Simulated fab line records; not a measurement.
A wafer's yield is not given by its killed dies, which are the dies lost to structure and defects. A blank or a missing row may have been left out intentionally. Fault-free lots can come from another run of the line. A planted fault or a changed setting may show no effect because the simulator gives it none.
Check for tools in common || flow nand-harc || 3 lots, 9 wafers sampled

== REASON FOR OPENING ==
Flagged at NHARC_END_SORT_01: reading killed-at-periphery, on 2 of 3 lots. No-fault wafers: 3.3, standard deviation 2.8.
Rule: flag the lot when none of its wafers has a number, or when each of its wafers that has one lies beyond 4 standard deviations from that mean. As for the other lots, they are considered sound.

{"lot": "L270", "measured": "day 22 06:13", "on": "prober-01", "killed-at-periphery, wafer by wafer": "3 1 3", "flag": ""}
{"lot": "L271", "measured": "day 22 09:53", "on": "prober-02", "killed-at-periphery, wafer by wafer": "641 643 653", "flag": "FLAGGED"}
{"lot": "L274", "measured": "day 24 01:09", "on": "prober-02", "killed-at-periphery, wafer by wafer": "631 628 628", "flag": "FLAGGED"}
Averaged over the flagged lots the numbers come to 637.3, +634.0 from the usual (+99 or more standard deviations).

== WHICH TOOL RAN EACH LOT ==
4 process steps preceding the reading are held in the record, out of 1159 steps in the route. Every cell lists first the tool, next ch and the chambers used by the sampled wafers, and last the start.
{"lot": "L270", "flag": "", "NHARC_P_GATE_RTA_82": "rtp-anneal-01 ch 0, day 8 03:29", "NHARC_P_CONTACT_ETCH_35": "rie-diel-01 ch 0,2,3, day 8 05:35", "NHARC_P_M0_DEP_00": "pecvd-02 ch 0,1, day 8 08:42", "NHARC_P_M0_ETCH_34": "rie-diel-12 ch 0,1,3, day 8 09:46"}
{"lot": "L271", "flag": "FLAGGED", "NHARC_P_GATE_RTA_82": "rtp-anneal-01 ch 0, day 8 21:13", "NHARC_P_CONTACT_ETCH_35": "rie-diel-13 ch 0,1,2, day 8 23:22", "NHARC_P_M0_DEP_00": "pecvd-03 ch 0,1,2, day 9 02:28", "NHARC_P_M0_ETCH_34": "rie-diel-10 ch 0,1,2, day 9 04:00"}
{"lot": "L274", "flag": "FLAGGED", "NHARC_P_GATE_RTA_82": "rtp-anneal-01 ch 0, day 9 13:53", "NHARC_P_CONTACT_ETCH_35": "rie-diel-09 ch 2,3, day 9 15:59", "NHARC_P_M0_DEP_00": "pecvd-02 ch 0,1, day 10 01:35", "NHARC_P_M0_ETCH_34": "rie-diel-10 ch 1,2, day 10 03:19"}
What is done by these steps:
- NHARC_P_GATE_RTA_82: time 30 s.
- NHARC_P_CONTACT_ETCH_35: etches the open film in CF4, target depth 39 nm, time 65 s.
- NHARC_P_M0_DEP_00: deposits SiOC, target thk 150 nm.
- NHARC_P_M0_ETCH_34: etches the open film in N2/H2, target depth 40 nm, overetch 12 nm, time 43.94 s.
- NHARC_END_SORT_01

== FLAGGED OVER TOTAL, TOOL BY TOOL (the gauges that took the reading come last) ==
{"step": "NHARC_P_GATE_RTA_82", "tool": "rtp-anneal-01", "lots run": 3, "flagged": 2, "share of the flagged lots": "all", "sound lots run after its first flagged lot": 0}
{"step": "NHARC_P_CONTACT_ETCH_35", "tool": "rie-diel-01", "lots run": 1, "flagged": 0, "share of the flagged lots": "none", "sound lots run after its first flagged lot": "-"}
{"step": "NHARC_P_CONTACT_ETCH_35", "tool": "rie-diel-09", "lots run": 1, "flagged": 1, "share of the flagged lots": "some", "sound lots run after its first flagged lot": 0}
{"step": "NHARC_P_CONTACT_ETCH_35", "tool": "rie-diel-13", "lots run": 1, "flagged": 1, "share of the flagged lots": "some", "sound lots run after its first flagged lot": 0}
{"step": "NHARC_P_M0_DEP_00", "tool": "pecvd-02", "lots run": 2, "flagged": 1, "share of the flagged lots": "some", "sound lots run after its first flagged lot": 0}
{"step": "NHARC_P_M0_DEP_00", "tool": "pecvd-03", "lots run": 1, "flagged": 1, "share of the flagged lots": "some", "sound lots run after its first flagged lot": 0}
{"step": "NHARC_P_M0_ETCH_34", "tool": "rie-diel-10", "lots run": 2, "flagged": 2, "share of the flagged lots": "all", "sound lots run after its first flagged lot": 0}
{"step": "NHARC_P_M0_ETCH_34", "tool": "rie-diel-12", "lots run": 1, "flagged": 0, "share of the flagged lots": "none", "sound lots run after its first flagged lot": "-"}
{"step": "NHARC_END_SORT_01", "tool": "prober-01", "lots run": 1, "flagged": 0, "share of the flagged lots": "none", "sound lots run after its first flagged lot": "-"}
{"step": "NHARC_END_SORT_01", "tool": "prober-02", "lots run": 2, "flagged": 2, "share of the flagged lots": "all", "sound lots run after its first flagged lot": 0}

== THE TABLE: WHAT IT ALLOWS ==
3 rows of the table ran every flagged lot: rtp-anneal-01 at NHARC_P_GATE_RTA_82, rie-diel-10 at NHARC_P_M0_ETCH_34, prober-02 at NHARC_END_SORT_01.
- rtp-anneal-01 at NHARC_P_GATE_RTA_82 ran 3 lots, 2 of them flagged. Its last sound lot is L270 (day 8 03:29), its first flagged lot L271 (day 8 21:13): a fault that began between those two fits.
- rie-diel-10 at NHARC_P_M0_ETCH_34 ran 2 lots, 2 of them flagged. With no sound lot run before its first flagged lot in this sample, there is nothing to narrow down the start.
- prober-02 at NHARC_END_SORT_01 ran 2 lots, 2 of them flagged. With no sound lot run before its first flagged lot in this sample, there is nothing to narrow down the start.
Because each of these 3 tools fits a fault that began at some hour, counting lots does not separate them. More lots, or a look at what each step does to the wafer, might.

== WHAT THE SIMULATOR PUT IN ==
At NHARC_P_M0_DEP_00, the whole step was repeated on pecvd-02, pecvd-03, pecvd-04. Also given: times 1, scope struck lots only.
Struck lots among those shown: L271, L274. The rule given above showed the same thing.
